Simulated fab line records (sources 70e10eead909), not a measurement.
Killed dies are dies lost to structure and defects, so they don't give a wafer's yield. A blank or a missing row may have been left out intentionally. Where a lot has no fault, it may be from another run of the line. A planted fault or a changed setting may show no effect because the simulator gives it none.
Matching of chambers | flow nand harc | 4 sister chambers for NHARC_A_STAIRCASE_CMP_450 on cmp-01
The step polishes SiO2, target thk 200 nm. 4 wafers are shown with their chamber, then 7 later ones without.

EACH WAFER AND ITS CHAMBER
wafer  | chamber | motor current A (A)
L076.2 | 2       | 14.5
L076.3 | 1       | 11.8
L086.2 | 0       | 11.3
L086.3 | 3       | 10.5

WAFERS MISSING THEIR CHAMBER
wafer  | motor current A (A)
L086.5 | 14.6
L089.1 | 14.4
L089.3 | 11.0
L089.4 | 12.3
L096.1 | 15.0
L096.4 | 11.9
L096.6 | 11.3

WHICH CHAMBER EACH ONE RAN IN
wafer  | from the rows above          | in truth
L086.5 | 2                            | 2
L089.1 | 2                            | 2
L089.3 | can't be placed: 0 or 3 or 1 | 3
L089.4 | can't be placed: 1 or 0      | 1
L096.1 | 2                            | 2
L096.4 | can't be placed: 1 or 0      | 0
L096.6 | can't be placed: 0 or 1      | 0
3 of 7 placed correctly. Cannot be placed on the basis of these rows: 4; the candidates contain the true chamber in 4. Wrongly placed: 0.
How it was worked out, from the rows above alone: a wafer's distance from a chamber is the root of the sum, over the readings, of the square of ((its reading less the chamber's mean) divided by the reading's scatter). If the next closest chamber is less than 2 further off than the closest, the wafer can't be placed; otherwise it belongs to the closest. A chamber's mean is the mean of its shown wafers. The scatter: with one shown wafer a chamber, the root of the mean of the squares of how far each hidden wafer lies from its nearest shown one.
